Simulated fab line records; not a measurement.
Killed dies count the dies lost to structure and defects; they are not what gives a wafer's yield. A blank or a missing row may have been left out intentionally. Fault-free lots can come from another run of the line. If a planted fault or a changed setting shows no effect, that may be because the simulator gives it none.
What tool caused it? :: flow nand harc :: 12 lots with 36 wafers sampled at 4 steps, on a route of 1302 steps

## WHAT EACH GAUGE READ, for each wafer
The record holds no reading of a measuring or inspecting step that can be judged against a usual standard deviation.

## EACH LOT AND THE TOOL THAT RAN IT (in order: tool; ch and the chambers of the sampled wafers; start)
lot: L687
NHARC_A_STAIRCASE_TRIM_26: rie diel-03 ch 0,2,3, day 16 14:23 or earlier
NHARC_A_STAIRCASE_TRIM_193: rie diel-12 ch 0,1,3, day 16 14:23 or earlier
NHARC_A_STAIRCASE_ETCH_199: rie diel-12 ch 1,2,3, day 16 14:23 or earlier
NHARC_A_STAIRCASE_STRIP_205: plasma asher-02 ch 0,1, day 16 14:23

lot: L689
NHARC_A_STAIRCASE_TRIM_26: rie diel-13 ch 0,2,3, day 17 00:43 or earlier
NHARC_A_STAIRCASE_TRIM_193: rie diel-12 ch 1,2, day 17 00:43 or earlier
NHARC_A_STAIRCASE_ETCH_199: rie diel-12 ch 1,2,3, day 17 00:43 or earlier
NHARC_A_STAIRCASE_STRIP_205: plasma asher-02 ch 0,1, day 17 00:43

lot: L691
NHARC_A_STAIRCASE_TRIM_26: rie diel-03 ch 1,2, day 18 14:22 or earlier
NHARC_A_STAIRCASE_TRIM_193: rie diel-13 ch 1,2,3, day 18 14:22 or earlier
NHARC_A_STAIRCASE_ETCH_199: rie diel-03 ch 1,2, day 18 14:22 or earlier
NHARC_A_STAIRCASE_STRIP_205: plasma asher-02 ch 0,1, day 18 14:22

lot: L696
NHARC_A_STAIRCASE_TRIM_26: rie diel-13 ch 0,1,2, day 20 15:40 or earlier
NHARC_A_STAIRCASE_TRIM_193: rie diel-12 ch 2,3, day 20 15:40 or earlier
NHARC_A_STAIRCASE_ETCH_199: rie diel-03 ch 0,1,2, day 20 15:40 or earlier
NHARC_A_STAIRCASE_STRIP_205: plasma asher-02 ch 0,1, day 20 15:40

lot: L698
NHARC_A_STAIRCASE_TRIM_26: rie diel-13 ch 1,3, day 20 17:50 or earlier
NHARC_A_STAIRCASE_TRIM_193: rie diel-03 ch 1,2, day 20 17:50 or earlier
NHARC_A_STAIRCASE_ETCH_199: rie diel-03 ch 0,2,3, day 20 17:50 or earlier
NHARC_A_STAIRCASE_STRIP_205: plasma asher-01 ch 0, day 20 17:50

lot: L699
NHARC_A_STAIRCASE_TRIM_26: rie diel-12 ch 0,1,3, day 21 08:03 or earlier
NHARC_A_STAIRCASE_TRIM_193: rie diel-13 ch 0,1,3, day 21 08:03 or earlier
NHARC_A_STAIRCASE_ETCH_199: rie diel-13 ch 0,3, day 21 08:03 or earlier
NHARC_A_STAIRCASE_STRIP_205: plasma asher-01 ch 0,1, day 21 08:03

lot: L700
NHARC_A_STAIRCASE_TRIM_26: rie diel-13 ch 2,3, day 22 07:46 or earlier
NHARC_A_STAIRCASE_TRIM_193: rie diel-03 ch 0,3, day 22 07:46 or earlier
NHARC_A_STAIRCASE_ETCH_199: rie diel-13 ch 0,1, day 22 07:46 or earlier
NHARC_A_STAIRCASE_STRIP_205: plasma asher-02 ch 0,1, day 22 07:46

lot: L703
NHARC_A_STAIRCASE_TRIM_26: rie diel-03 ch 1,2,3, day 22 14:50 or earlier
NHARC_A_STAIRCASE_TRIM_193: rie diel-13 ch 0,3, day 22 14:50 or earlier
NHARC_A_STAIRCASE_ETCH_199: rie diel-12 ch 0,3, day 22 14:50 or earlier
NHARC_A_STAIRCASE_STRIP_205: plasma asher-01 ch 0,1, day 22 14:50

lot: L701
NHARC_A_STAIRCASE_TRIM_26: rie diel-03 ch 0,2,3, day 22 23:35 or earlier
NHARC_A_STAIRCASE_TRIM_193: rie diel-12 ch 1,2, day 22 23:35 or earlier
NHARC_A_STAIRCASE_ETCH_199: rie diel-12 ch 1,2,3, day 22 23:35 or earlier
NHARC_A_STAIRCASE_STRIP_205: plasma asher-01 ch 0,1, day 22 23:35

lot: L704
NHARC_A_STAIRCASE_TRIM_26: rie diel-12 ch 1,2,3, day 23 05:43 or earlier
NHARC_A_STAIRCASE_TRIM_193: rie diel-03 ch 0,2,3, day 23 05:43 or earlier
NHARC_A_STAIRCASE_ETCH_199: rie diel-03 ch 0,2,3, day 23 05:43 or earlier
NHARC_A_STAIRCASE_STRIP_205: plasma asher-01 ch 0,1, day 23 05:43

lot: L705
NHARC_A_STAIRCASE_TRIM_26: rie diel-13 ch 0,3, day 24 02:35 or earlier
NHARC_A_STAIRCASE_TRIM_193: rie diel-03 ch 1,2, day 24 02:35 or earlier
NHARC_A_STAIRCASE_ETCH_199: rie diel-13 ch 2,3, day 24 02:35 or earlier
NHARC_A_STAIRCASE_STRIP_205: plasma asher-01 ch 0,1, day 24 02:35

lot: L708
NHARC_A_STAIRCASE_TRIM_26: rie diel-03 ch 0,1,2, day 25 01:30 or earlier
NHARC_A_STAIRCASE_TRIM_193: rie diel-13 ch 0,2,3, day 25 01:30 or earlier
NHARC_A_STAIRCASE_ETCH_199: rie diel-13 ch 1,2,3, day 25 01:30 or earlier
NHARC_A_STAIRCASE_STRIP_205: plasma asher-01 ch 0,1, day 25 01:30
- NHARC_A_STAIRCASE_TRIM_26: chemistry O2, time 211.2 s.
- NHARC_A_STAIRCASE_TRIM_193: chemistry O2, time 211.2 s.
- NHARC_A_STAIRCASE_ETCH_199: etches the open film in C4F8/O2, target depth 100 nm, time 40.5 s.
- NHARC_A_STAIRCASE_STRIP_205: strips in O2.

## WHAT THE TOOLS THEMSELVES READ (means of the sampled wafers that have a number; where no wafer has one, the mark that the record gives instead)
NHARC_A_STAIRCASE_TRIM_26.
lot: L687
tool: rie diel-03
drypump motor current A (A): 5.7
mfc ar sccm (sccm): 0.003
oes product au (a.u.): 1.009
rf vpp V (V): 57.7
showerhead plenum p Torr (Torr): 3.50
throttle valve pct (%): 17.039

lot: L689
tool: rie diel-13
drypump motor current A (A): 6.2
mfc ar sccm (sccm): 0.004
oes product au (a.u.): 0.997
rf vpp V (V): 57.8
showerhead plenum p Torr (Torr): 3.50
throttle valve pct (%): 17.036

lot: L691
tool: rie diel-03
drypump motor current A (A): 5.1
mfc ar sccm (sccm): 0.005
oes product au (a.u.): 1.001
rf vpp V (V): 58.3
showerhead plenum p Torr (Torr): 3.57
throttle valve pct (%): 17.032

lot: L696
tool: rie diel-13
drypump motor current A (A): 6.1
mfc ar sccm (sccm): 0.008
oes product au (a.u.): 0.999
rf vpp V (V): 57.8
showerhead plenum p Torr (Torr): 3.45
throttle valve pct (%): 17.034

lot: L698
tool: rie diel-13
drypump motor current A (A): 6.5
mfc ar sccm (sccm): 0.004
oes product au (a.u.): 0.988
rf vpp V (V): 57.6
showerhead plenum p Torr (Torr): 3.34
throttle valve pct (%): 17.031

lot: L699
tool: rie diel-12
drypump motor current A (A): 6.1
mfc ar sccm (sccm): 0.000
oes product au (a.u.): 0.997
rf vpp V (V): 58.2
showerhead plenum p Torr (Torr): 3.66
throttle valve pct (%): 17.038

lot: L700
tool: rie diel-13
drypump motor current A (A): 6.4
mfc ar sccm (sccm): 0.004
oes product au (a.u.): 0.990
rf vpp V (V): 56.6
showerhead plenum p Torr (Torr): 3.42
throttle valve pct (%): 17.032

lot: L703
tool: rie diel-03
drypump motor current A (A): 5.4
mfc ar sccm (sccm): 0.003
oes product au (a.u.): 1.000
rf vpp V (V): 58.1
showerhead plenum p Torr (Torr): 3.56
throttle valve pct (%): 17.034

lot: L701
tool: rie diel-03
drypump motor current A (A): 5.7
mfc ar sccm (sccm): 0.003
oes product au (a.u.): 1.003
rf vpp V (V): 57.0
showerhead plenum p Torr (Torr): 3.48
throttle valve pct (%): 17.042

lot: L704
tool: rie diel-12
drypump motor current A (A): 6.1
mfc ar sccm (sccm): 0.000
oes product au (a.u.): 1.003
rf vpp V (V): 58.3
showerhead plenum p Torr (Torr): 3.67
throttle valve pct (%): 17.032

lot: L705
tool: rie diel-13
drypump motor current A (A): 6.4
mfc ar sccm (sccm): 0.000
oes product au (a.u.): 0.994
rf vpp V (V): 57.7
showerhead plenum p Torr (Torr): 3.42
throttle valve pct (%): 17.035

lot: L708
tool: rie diel-03
drypump motor current A (A): 5.4
mfc ar sccm (sccm): 0.003
oes product au (a.u.): 1.000
rf vpp V (V): 57.4
showerhead plenum p Torr (Torr): 3.56
throttle valve pct (%): 17.038

NHARC_A_STAIRCASE_TRIM_193.
lot: L687
tool: rie diel-12
drypump motor current A (A): 6.1
mfc ar sccm (sccm): 0.000
oes product au (a.u.): 1.001
rf vpp V (V): 56.6
showerhead plenum p Torr (Torr): 3.49
throttle valve pct (%): 17.037

lot: L689
tool: rie diel-12
drypump motor current A (A): 6.3
mfc ar sccm (sccm): 0.000
oes product au (a.u.): 1.005
rf vpp V (V): 57.7
showerhead plenum p Torr (Torr): 3.42
throttle valve pct (%): 17.045

lot: L691
tool: rie diel-13
drypump motor current A (A): 6.3
mfc ar sccm (sccm): 0.008
oes product au (a.u.): 0.999
rf vpp V (V): 57.6
showerhead plenum p Torr (Torr): 3.40
throttle valve pct (%): 17.041

lot: L696
tool: rie diel-12
drypump motor current A (A): 6.0
mfc ar sccm (sccm): 0.000
oes product au (a.u.): 1.001
rf vpp V (V): 58.1
showerhead plenum p Torr (Torr): 3.67
throttle valve pct (%): 17.036

lot: L698
tool: rie diel-03
drypump motor current A (A): 5.1
mfc ar sccm (sccm): 0.003
oes product au (a.u.): 1.003
rf vpp V (V): 57.6
showerhead plenum p Torr (Torr): 3.66
throttle valve pct (%): 17.030

lot: L699
tool: rie diel-13
drypump motor current A (A): 6.3
mfc ar sccm (sccm): 0.004
oes product au (a.u.): 0.995
rf vpp V (V): 58.2
showerhead plenum p Torr (Torr): 3.40
throttle valve pct (%): 17.033

lot: L700
tool: rie diel-03
drypump motor current A (A): 6.0
mfc ar sccm (sccm): 0.000
oes product au (a.u.): 1.003
rf vpp V (V): 57.6
showerhead plenum p Torr (Torr): 3.50
throttle valve pct (%): 17.025

lot: L703
tool: rie diel-13
drypump motor current A (A): 6.4
mfc ar sccm (sccm): 0.000
oes product au (a.u.): 0.989
rf vpp V (V): 57.4
showerhead plenum p Torr (Torr): 3.42
throttle valve pct (%): 17.030

lot: L701
tool: rie diel-12
drypump motor current A (A): 6.3
mfc ar sccm (sccm): 0.000
oes product au (a.u.): 1.003
rf vpp V (V): 58.2
showerhead plenum p Torr (Torr): 3.57
throttle valve pct (%): 17.040

lot: L704
tool: rie diel-03
drypump motor current A (A): 5.7
mfc ar sccm (sccm): 0.003
oes product au (a.u.): 0.994
rf vpp V (V): 57.3
showerhead plenum p Torr (Torr): 3.48
throttle valve pct (%): 17.037

lot: L705
tool: rie diel-03
drypump motor current A (A): 5.1
mfc ar sccm (sccm): 0.005
oes product au (a.u.): 1.001
rf vpp V (V): 57.9
showerhead plenum p Torr (Torr): 3.55
throttle valve pct (%): 17.038

lot: L708
tool: rie diel-13
drypump motor current A (A): 6.2
mfc ar sccm (sccm): 0.004
oes product au (a.u.): 1.003
rf vpp V (V): 57.8
showerhead plenum p Torr (Torr): 3.47
throttle valve pct (%): 17.039

NHARC_A_STAIRCASE_ETCH_199.
lot: L687
tool: rie diel-12
oes product au (a.u.): 0.951
rf vpp V (V): 895

lot: L689
tool: rie diel-12
oes product au (a.u.): 0.954
rf vpp V (V): 895

lot: L691
tool: rie diel-03
oes product au (a.u.): 0.942
rf vpp V (V): 898

lot: L696
tool: rie diel-03
oes product au (a.u.): 0.960
rf vpp V (V): 898

lot: L698
tool: rie diel-03
oes product au (a.u.): 0.943
rf vpp V (V): 895

lot: L699
tool: rie diel-13
oes product au (a.u.): 0.945
rf vpp V (V): 892

lot: L700
tool: rie diel-13
oes product au (a.u.): 0.944
rf vpp V (V): 890

lot: L703
tool: rie diel-12
oes product au (a.u.): 0.968
rf vpp V (V): 895

lot: L701
tool: rie diel-12
oes product au (a.u.): 0.948
rf vpp V (V): 901

lot: L704
tool: rie diel-03
oes product au (a.u.): 0.942
rf vpp V (V): 894

lot: L705
tool: rie diel-13
oes product au (a.u.): 0.942
rf vpp V (V): 893

lot: L708
tool: rie diel-13
oes product au (a.u.): 0.952
rf vpp V (V): 897

NHARC_A_STAIRCASE_STRIP_205.
lot: L687
tool: plasma asher-02
drypump motor current A (A): 5.2
heater power w (W): 316

lot: L689
tool: plasma asher-02
drypump motor current A (A): 5.3
heater power w (W): 320

lot: L691
tool: plasma asher-02
drypump motor current A (A): 5.3
heater power w (W): 321

lot: L696
tool: plasma asher-02
drypump motor current A (A): -
heater power w (W): -

lot: L698
tool: plasma asher-01
drypump motor current A (A): -
heater power w (W): -

lot: L699
tool: plasma asher-01
drypump motor current A (A): -
heater power w (W): -

lot: L700
tool: plasma asher-02
drypump motor current A (A): 5.4
heater power w (W): 326

lot: L703
tool: plasma asher-01
drypump motor current A (A): 5.9
heater power w (W): 325

lot: L701
tool: plasma asher-01
drypump motor current A (A): 5.9
heater power w (W): 322

lot: L704
tool: plasma asher-01
drypump motor current A (A): 5.7
heater power w (W): 316

lot: L705
tool: plasma asher-01
drypump motor current A (A): 5.6
heater power w (W): 319

lot: L708
tool: plasma asher-01
drypump motor current A (A): 5.6
heater power w (W): 317

## THE ANSWER, worked out from the rows above alone
Rule: what is usual is taken from the lots themselves. Put in order of their means at a reading, lots are off if they are a third of the lots or fewer, leave a main group of 4 or more, and stand apart from it by a gap of 3 or more times the standard deviation of the main group's means; of several such gaps the widest counts. A main group is skipped when, at the precision printed for the reading in the tables above, its means are all equal. Also off: a lot with no number at a reading for which 4 or more lots have one. All remaining lots with rows at the step are treated as sound. Order of review: gauges by route order, followed by the tools' own readings, for which a lot's mean as printed above is used. The first step at which some lot is off is used, and at that step the reading that is off furthest; a lot without a number counts as furthest.
Off at NHARC_A_STAIRCASE_STRIP_205 (drypump motor current A): L696, L698, L699. Without a number there: L696, L698, L699. The main group has a mean of 5.5 A with a standard deviation of 0.25.
A tool fits if, at that step or a process step before it, it ran every lot that is off, and no sound lot after the first of them. Because NHARC_A_STAIRCASE_TRIM_26 lacks a start for some lots, the hours and order of its lots are taken from NHARC_A_STAIRCASE_STRIP_205. Because NHARC_A_STAIRCASE_TRIM_193 lacks a start for some lots, the hours and order of its lots are taken from NHARC_A_STAIRCASE_STRIP_205. Because NHARC_A_STAIRCASE_ETCH_199 lacks a start for some lots, the hours and order of its lots are taken from NHARC_A_STAIRCASE_STRIP_205. Of those tried, none fits.

## WHAT THE SIMULATOR HAD PUT IN
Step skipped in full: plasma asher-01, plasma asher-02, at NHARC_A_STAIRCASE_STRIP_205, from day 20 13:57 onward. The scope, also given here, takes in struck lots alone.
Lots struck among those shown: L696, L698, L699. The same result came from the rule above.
